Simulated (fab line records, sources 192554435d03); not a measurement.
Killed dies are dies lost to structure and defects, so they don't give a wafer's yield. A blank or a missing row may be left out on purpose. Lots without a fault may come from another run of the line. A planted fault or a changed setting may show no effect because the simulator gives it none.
Which tool did it? | flow n5_finfet | 24 lots, 72 wafers sampled, at 6 steps of a route of 1938

WHAT THE GAUGES READ, wafer by wafer
N5_HKMG_FIN_INSPECT_28: inspects for defects (darkfield). Usual: raw_defect_count 40, standard deviation 16.
lot  | measured     | on                | raw_defect_count | flag
L074 | day 4 06:25  | defect_inspect-02 | 39 44 37         |
L075 | day 4 13:29  | defect_inspect-02 | 51 50 42         |
L076 | day 4 20:12  | defect_inspect-02 | 37 55 71         |
L077 | day 5 01:39  | defect_inspect-02 | 43 73 49         |
L078 | day 5 06:13  | defect_inspect-01 | 62 55 34         |
L079 | day 5 13:36  | defect_inspect-01 | 44 52 42         |
L080 | day 6 01:17  | defect_inspect-02 | 30 52 23         |
L081 | day 6 01:48  | defect_inspect-01 | 25 45 30         |
L082 | day 6 10:04  | defect_inspect-01 | 62 38 46         |
L083 | day 6 11:31  | defect_inspect-01 | 30 32 32         |
L084 | day 6 17:25  | defect_inspect-01 | 25 14 25         |
L085 | day 7 01:07  | defect_inspect-01 | 65 56 56         |
L086 | day 7 08:41  | defect_inspect-01 | 23 45 43         |
L087 | day 7 13:51  | defect_inspect-01 | 25 23 26         |
L088 | day 7 19:22  | defect_inspect-02 | 37 15 27         |
L089 | day 8 01:22  | defect_inspect-01 | 44 23 20         |
L090 | day 8 07:06  | defect_inspect-02 | 40 41 35         |
L091 | day 8 11:35  | defect_inspect-01 | 49 43 24         |
L092 | day 8 19:50  | defect_inspect-01 | 21 56 25         |
L093 | day 9 00:10  | defect_inspect-01 | 71 49 43         |
L094 | day 9 07:08  | defect_inspect-02 | 70 44 66         |
L095 | day 9 12:49  | defect_inspect-01 | 25 33 41         |
L096 | day 9 23:18  | defect_inspect-02 | 33 32 44         |
L097 | day 10 02:15 | defect_inspect-02 | 25 34 25         |

N5_GATE_CUT_THK_MEAS_24. Usual: GC_FILL_THK 220.0 nm, standard deviation 2.
lot  | measured     | on            | GC_FILL_THK (nm)  | flag
L074 | day 4 13:20  | film_metro-01 | 220.0 221.2 221.2 |
L075 | day 4 21:43  | film_metro-01 | 216.7 219.1 219.7 |
L076 | day 5 03:02  | film_metro-02 | 218.4 217.2 218.8 |
L077 | day 5 08:32  | film_metro-02 | 219.0 221.2 219.1 |
L078 | day 5 12:33  | film_metro-02 | 219.0 218.3 218.8 |
L079 | day 5 21:02  | film_metro-01 | 219.1 219.4 220.1 |
L080 | day 6 07:46  | film_metro-01 | 217.6 216.4 218.0 |
L081 | day 6 09:05  | film_metro-01 | 219.4 219.7 218.4 |
L082 | day 6 16:25  | film_metro-02 | 219.8 219.2 222.9 |
L083 | day 6 18:54  | film_metro-02 | 218.2 218.5 224.5 |
L084 | day 7 00:04  | film_metro-02 | 218.1 222.5 221.7 |
L085 | day 7 07:30  | film_metro-01 | 216.5 219.0 220.3 |
L086 | day 7 15:34  | film_metro-01 | 217.9 220.0 220.1 |
L087 | day 7 20:32  | film_metro-01 | 218.3 222.6 220.3 |
L088 | day 8 02:38  | film_metro-02 | 218.8 217.3 220.0 |
L089 | day 8 08:02  | film_metro-02 | 221.4 217.8 221.7 |
L090 | day 8 13:39  | film_metro-02 | 218.9 218.5 224.3 |
L091 | day 8 18:25  | film_metro-01 | 216.3 218.1 219.2 |
L092 | day 9 02:18  | film_metro-01 | 219.0 219.5 221.1 |
L093 | day 9 06:56  | film_metro-01 | 220.8 219.4 222.2 |
L094 | day 9 13:35  | film_metro-01 | 220.2 220.4 222.4 |
L095 | day 9 19:20  | film_metro-02 | 220.0 221.5 221.5 |
L096 | day 10 05:58 | film_metro-02 | 220.0 218.1 221.1 |
L097 | day 10 08:56 | film_metro-01 | 220.3 219.8 221.6 |

N5_MOL_CONTACT_COAG_OVL_MEAS_09. Usual: CA_OVL 0.7 nm, standard deviation 0.71.
lot  | measured     | on         | CA_OVL (nm)   | flag
L074 | day 4 14:29  | overlay-01 | 2.8 1.9 1.7   |
L075 | day 4 22:55  | overlay-02 | 1.1 -0.1 -0.7 |
L076 | day 5 04:07  | overlay-01 | 1.1 0.8 0.9   |
L077 | day 5 09:37  | overlay-01 | 1.0 1.1 1.3   |
L078 | day 5 13:38  | overlay-01 | 0.4 1.2 1.7   |
L079 | day 5 22:16  | overlay-01 | -0.5 1.1 0.4  |
L080 | day 6 08:58  | overlay-01 | -0.4 1.2 0.4  |
L081 | day 6 10:10  | overlay-01 | 0.6 -0.3 0.3  |
L082 | day 6 17:29  | overlay-01 | 0.2 -0.2 0.5  |
L083 | day 6 20:06  | overlay-01 | -0.2 1.0 1.6  |
L084 | day 7 01:08  | overlay-01 | 0.5 -0.3 2.2  |
L085 | day 7 08:41  | overlay-02 | 0.8 1.1 1.0   |
L086 | day 7 16:46  | overlay-01 | 0.1 0.8 -0.2  |
L087 | day 8 03:53  | overlay-02 | 0.8 0.9 0.5   |
L088 | day 8 03:55  | overlay-01 | 0.8 1.2 0.8   |
L089 | day 8 09:05  | overlay-02 | 0.9 1.2 1.6   |
L090 | day 8 14:44  | overlay-02 | 1.5 1.1 1.5   |
L091 | day 8 19:31  | overlay-02 | 0.4 -0.1 0.9  |
L092 | day 9 03:31  | overlay-02 | 0.7 0.0 0.2   |
L093 | day 9 08:08  | overlay-02 | 1.5 -0.3 0.4  |
L094 | day 9 14:40  | overlay-02 | 1.8 2.4 0.7   |
L095 | day 9 20:25  | overlay-01 | 0.5 0.0 0.1   |
L096 | day 10 07:02 | overlay-01 | 1.0 0.7 0.8   |
L097 | day 10 10:07 | overlay-01 | -0.1 0.1 0.6  |

N5_MOL_CONTACT_COAG_INSPECT_10: inspects for defects (brightfield). Usual: raw_defect_count 68, standard deviation 29.
lot  | measured     | on                | raw_defect_count | flag
L074 | day 4 14:31  | defect_inspect-02 | 52 71 63         |
L075 | day 4 22:58  | defect_inspect-02 | 49 45 43         |
L076 | day 5 04:10  | defect_inspect-02 | 75 82 42         |
L077 | day 5 09:40  | defect_inspect-02 | 102 107 45       |
L078 | day 5 13:41  | defect_inspect-02 | 37 42 39         |
L079 | day 5 22:19  | defect_inspect-02 | 98 155 106       |
L080 | day 6 09:01  | defect_inspect-01 | 52 67 57         |
L081 | day 6 10:13  | defect_inspect-02 | 172 137 81       |
L082 | day 6 17:33  | defect_inspect-01 | 79 61 93         |
L083 | day 6 20:10  | defect_inspect-02 | 70 35 90         |
L084 | day 7 01:11  | defect_inspect-01 | 52 44 58         |
L085 | day 7 08:45  | defect_inspect-02 | 98 91 149        |
L086 | day 7 16:49  | defect_inspect-01 | 47 36 45         |
L087 | day 8 03:56  | defect_inspect-02 | 79 45 46         |
L088 | day 8 03:58  | defect_inspect-02 | 45 70 95         |
L089 | day 8 09:09  | defect_inspect-02 | 42 48 53         |
L090 | day 8 14:47  | defect_inspect-01 | 76 65 80         |
L091 | day 8 19:34  | defect_inspect-02 | 127 108 85       |
L092 | day 9 03:34  | defect_inspect-01 | 53 39 45         |
L093 | day 9 08:12  | defect_inspect-01 | 121 53 118       |
L094 | day 9 14:43  | defect_inspect-02 | 49 37 43         |
L095 | day 9 20:28  | defect_inspect-02 | 78 46 138        |
L096 | day 10 07:05 | defect_inspect-02 | 24 44 41         |
L097 | day 10 10:11 | defect_inspect-01 | 60 66 120        |

WHICH TOOL RAN EACH LOT (tool, then ch and the chambers of the sampled wafers, then the start)
lot  | N5_HKMG_FIN_ETCHBACK_68           | N5_GATE_CUT_ETCH_19
L074 | rie_metal-01 ch 0,1, day 4 04:37  | rie_diel-06 ch 0,1,3, day 4 10:25
L075 | rie_metal-01 ch 0,1, day 4 11:43  | rie_diel-03 ch 0,1,2, day 4 19:22
L076 | rie_metal-03 ch 0,1, day 4 18:26  | rie_diel-03 ch 0,1,2, day 5 00:43
L077 | rie_metal-01 ch 0,1, day 4 23:53  | rie_diel-06 ch 0,2, day 5 06:11
L078 | rie_metal-03 ch 0,1, day 5 04:26  | rie_diel-06 ch 0,3, day 5 10:13
L079 | rie_metal-02 ch 0,1, day 5 11:48  | rie_diel-06 ch 1,2,3, day 5 18:02
L080 | rie_metal-03 ch 1, day 5 23:31    | rie_diel-05 ch 0,2,3, day 6 05:25
L081 | rie_metal-03 ch 0,1, day 6 00:04  | rie_diel-06 ch 1,3, day 6 06:26
L082 | rie_metal-02 ch 0,1, day 6 08:18  | rie_diel-03 ch 0,1,3, day 6 14:05
L083 | rie_metal-01 ch 0,1, day 6 09:38  | rie_diel-06 ch 2,3, day 6 16:17
L084 | rie_metal-03 ch 0, day 6 15:32    | rie_diel-06 ch 0,1,2, day 6 21:43
L085 | rie_metal-03 ch 0, day 6 23:00    | rie_diel-03 ch 0,2, day 7 05:07
L086 | rie_metal-03 ch 0,1, day 7 06:58  | rie_diel-05 ch 0,2,3, day 7 13:14
L087 | rie_metal-03 ch 0,1, day 7 12:07  | rie_diel-05 ch 2,3, day 7 18:12
L088 | rie_metal-02 ch 0,1, day 7 17:35  | rie_diel-06 ch 1,2,3, day 7 23:53
L089 | rie_metal-03 ch 0,1, day 7 23:35  | rie_diel-06 ch 0,1,2, day 8 05:41
L090 | rie_metal-03 ch 0,1, day 8 05:18  | rie_diel-06 ch 1,2,3, day 8 11:14
L091 | rie_metal-03 ch 0,1, day 8 09:52  | rie_diel-05 ch 0,3, day 8 15:34
L092 | rie_metal-03 ch 0,1, day 8 18:02  | rie_diel-05 ch 0,3, day 8 23:57
L093 | rie_metal-01 ch 0,1, day 8 22:24  | rie_diel-03 ch 0,2, day 9 04:37
L094 | rie_metal-03 ch 0,1, day 9 05:21  | rie_diel-06 ch 0,1,2, day 9 11:15
L095 | rie_metal-01 ch 0,1, day 9 11:03  | rie_diel-05 ch 0,3, day 9 16:48
L096 | rie_metal-02 ch 0, day 9 21:31    | rie_diel-03 ch 1,3, day 10 03:17
L097 | rie_metal-02 ch 0,1, day 10 00:29 | rie_diel-03 ch 1,2,3, day 10 06:36
- N5_HKMG_FIN_ETCHBACK_68: etches the open film in Cl2/Ar, stops on HfO2, target depth 0.5 nm.
- N5_GATE_CUT_ETCH_19: etches SiNx in CH3F/O2, target depth 53.7 nm, time 76.7 s.

WHAT THE TOOLS THEMSELVES READ (means of the sampled wafers that have a number; where no wafer has one, the mark that the record gives instead)
N5_HKMG_FIN_ETCHBACK_68. Usual: chamber_pressure_mTorr 9.999 mTorr, standard deviation 0.0083; drypump_motor_current_A 5.6 A, standard deviation 0.32; he_backside_leak_sccm 3.26 sccm, standard deviation 0.22; mfc_cl2_sccm 40.01 sccm, standard deviation 0.13; oes_product_au 0.73 a.u., standard deviation 0.11; throttle_valve_pct 20.91 %, standard deviation 0.22.
lot  | tool         | chamber_pressure_mTorr (mTorr) | drypump_motor_current_A (A) | he_backside_leak_sccm (sccm) | mfc_cl2_sccm (sccm) | oes_product_au (a.u.) | throttle_valve_pct (%) | flag
L074 | rie_metal-01 | 10.002                         | 5.5                         | 3.44                         | 39.96               | 0.68                  | 21.08                  |
L075 | rie_metal-01 | 9.995                          | 5.7                         | 3.49                         | 40.12               | 0.65                  | 21.00                  |
L076 | rie_metal-03 | 9.993                          | 5.8                         | 3.17                         | 40.05               | 0.69                  | 21.06                  |
L077 | rie_metal-01 | 10.004                         | 5.7                         | 3.25                         | 39.98               | 0.65                  | 21.01                  |
L078 | rie_metal-03 | 9.997                          | 5.8                         | 3.21                         | 40.04               | 0.68                  | 21.06                  |
L079 | rie_metal-02 | 10.004                         | 5.4                         | 3.22                         | 40.11               | 0.74                  | 20.55                  |
L080 | rie_metal-03 | 9.998                          | 5.5                         | 3.27                         | 40.08               | 0.57                  | 21.15                  |
L081 | rie_metal-03 | 9.993                          | 5.7                         | 3.36                         | 39.95               | 0.58                  | 21.18                  |
L082 | rie_metal-02 | 10.003                         | 5.3                         | 3.28                         | 39.99               | 0.80                  | 20.56                  |
L083 | rie_metal-01 | 9.997                          | 5.7                         | 3.40                         | 40.00               | 0.64                  | 21.01                  |
L084 | rie_metal-03 | 9.999                          | 6.0                         | 3.14                         | 39.88               | 0.73                  | 21.03                  |
L085 | rie_metal-03 | 10.001                         | 5.9                         | 3.09                         | 40.11               | 0.72                  | 21.03                  |
L086 | rie_metal-03 | 9.992                          | 5.8                         | 3.21                         | 39.93               | 0.80                  | 20.94                  |
L087 | rie_metal-03 | 10.000                         | 5.7                         | 3.16                         | 40.08               | 0.85                  | 20.88                  |
L088 | rie_metal-02 | 10.008                         | 5.4                         | 3.22                         | 40.02               | 0.73                  | 20.56                  |
L089 | rie_metal-03 | 9.996                          | 5.7                         | 3.25                         | 40.16               | 0.87                  | 20.84                  |
L090 | rie_metal-03 | 9.994                          | 5.7                         | 3.18                         | 40.03               | 0.86                  | 20.85                  |
L091 | rie_metal-03 | 9.998                          | 5.7                         | 3.07                         | 39.90               | 0.86                  | 20.85                  |
L092 | rie_metal-03 | 10.004                         | 5.7                         | 3.11                         | 39.97               | 0.86                  | 20.83                  |
L093 | rie_metal-01 | 10.003                         | 5.5                         | 3.49                         | 39.98               | 0.66                  | 21.12                  |
L094 | rie_metal-03 | 10.010                         | 5.7                         | 2.99                         | 40.04               | 0.85                  | 20.86                  |
L095 | rie_metal-01 | 9.993                          | 5.7                         | 3.26                         | 39.88               | 0.62                  | 21.05                  |
L096 | rie_metal-02 | 10.001                         | 5.1                         | 3.49                         | 39.83               | 0.83                  | 20.56                  |
L097 | rie_metal-02 | 9.995                          | 5.4                         | 3.28                         | 39.95               | 0.72                  | 20.58                  |

N5_GATE_CUT_ETCH_19. Usual: O2_flow_sccm 20.00 sccm, standard deviation 0.055; chamber_pressure_mTorr 30.000 mTorr, standard deviation 0.029; drypump_motor_current_A 5.7 A, standard deviation 0.38; etch_rf_on_time_s 76.8 s, standard deviation 1.5; oes_o_777_au 0.80 a.u., standard deviation 0.058; oes_product_au 0.68 a.u., standard deviation 0.049; rf_vpp_V 297 V, standard deviation 6.1; showerhead_plenum_p_Torr 2.01 Torr, standard deviation 0.075; throttle_valve_pct 16.27 %, standard deviation 0.15.
lot  | tool        | O2_flow_sccm (sccm) | chamber_pressure_mTorr (mTorr) | drypump_motor_current_A (A) | etch_rf_on_time_s (s) | oes_o_777_au (a.u.) | oes_product_au (a.u.) | rf_vpp_V (V) | showerhead_plenum_p_Torr (Torr) | throttle_valve_pct (%) | flag
L074 | rie_diel-06 | 19.99               | 30.010                         | 5.7                         | 75.5                  | 0.79                | 0.68                  | 300          | 2.01                            | 16.24                  |
L075 | rie_diel-03 | 19.99               | 30.015                         | 5.7                         | 75.9                  | 0.84                | 0.71                  | 297          | 1.96                            | 16.06                  |
L076 | rie_diel-03 | 19.91               | 30.002                         | 5.7                         | 75.5                  | 0.83                | 0.71                  | 297          | 1.96                            | 16.06                  |
L077 | rie_diel-06 | 20.07               | 29.994                         | 6.0                         | 76.7                  | 0.81                | 0.68                  | 294          | 2.04                            | 16.36                  |
L078 | rie_diel-06 | 20.00               | 29.986                         | 5.8                         | 76.3                  | 0.77                | 0.66                  | 301          | 2.08                            | 16.17                  |
L079 | rie_diel-06 | 19.98               | 29.987                         | 5.7                         | 77.0                  | 0.79                | 0.68                  | 297          | 1.99                            | 16.39                  |
L080 | rie_diel-05 | 20.00               | 30.020                         | 5.5                         | 77.8                  | 0.82                | 0.68                  | 296          | 2.02                            | 16.31                  |
L081 | rie_diel-06 | 19.95               | 30.016                         | 5.6                         | 76.2                  | 0.78                | 0.68                  | 301          | 1.93                            | 16.34                  |
L082 | rie_diel-03 | 20.03               | 29.999                         | 5.3                         | 76.0                  | 0.84                | 0.71                  | 294          | 2.02                            | 16.17                  |
L083 | rie_diel-06 | 20.02               | 30.019                         | 5.8                         | 78.4                  | 0.76                | 0.65                  | 299          | 2.07                            | 16.39                  |
L084 | rie_diel-06 | 20.02               | 30.006                         | 5.8                         | 74.9                  | 0.80                | 0.68                  | 298          | 1.98                            | 16.32                  |
L085 | rie_diel-03 | 20.03               | 29.997                         | 5.7                         | 75.9                  | 0.76                | 0.65                  | 304          | 1.97                            | 16.12                  |
L086 | rie_diel-05 | 20.04               | 30.009                         | 5.5                         | 77.2                  | 0.80                | 0.68                  | 297          | 2.01                            | 16.32                  |
L087 | rie_diel-05 | 19.95               | 29.978                         | 5.7                         | 76.9                  | 0.81                | 0.69                  | 300          | 2.02                            | 16.25                  |
L088 | rie_diel-06 | 19.95               | 29.986                         | 5.7                         | 76.9                  | 0.78                | 0.66                  | 297          | 1.98                            | 16.41                  |
L089 | rie_diel-06 | 20.00               | 30.000                         | 5.8                         | 76.3                  | 0.79                | 0.66                  | 296          | 1.98                            | 16.35                  |
L090 | rie_diel-06 | 20.02               | 29.996                         | 5.8                         | 76.5                  | 0.77                | 0.67                  | 299          | 1.98                            | 16.42                  |
L091 | rie_diel-05 | 19.93               | 29.996                         | 5.9                         | 78.7                  | 0.76                | 0.64                  | 298          | 1.99                            | 16.35                  |
L092 | rie_diel-05 | 19.99               | 29.983                         | 5.8                         | 79.0                  | 0.74                | 0.62                  | 295          | 1.99                            | 16.42                  |
L093 | rie_diel-03 | 19.97               | 30.040                         | 5.9                         | 75.5                  | 0.75                | 0.64                  | 301          | 1.94                            | 16.11                  |
L094 | rie_diel-06 | 19.97               | 29.998                         | 5.8                         | 76.4                  | 0.78                | 0.66                  | 296          | 1.97                            | 16.35                  |
L095 | rie_diel-05 | 20.00               | 29.994                         | 5.8                         | 78.8                  | 0.74                | 0.62                  | 296          | 1.98                            | 16.43                  |
L096 | rie_diel-03 | 20.03               | 30.022                         | 5.2                         | 77.9                  | 0.82                | 0.70                  | 288          | 2.06                            | 16.28                  |
L097 | rie_diel-03 | 19.96               | 30.011                         | 5.5                         | 76.2                  | 0.81                | 0.69                  | 292          | 1.99                            | 16.20                  |

THE ANSWER, worked out from the rows above alone
Rule: a lot is off if the mean of its wafers that have a number lies more than 3 standard deviations from the usual mean. A lot without any number at a reading at which 4 lots or more have one is off too. The other lots that the step has rows for count as sound. The gauges are gone through in route order, then the tools' own readings, and for those a lot's mean is taken as printed above. The first step at which some lot is off is used, and at that step the reading that is off furthest; a lot without a number counts as furthest.
No lot is off at any reading shown: from this, nothing can be told.

WHAT THE SIMULATOR HAD PUT IN
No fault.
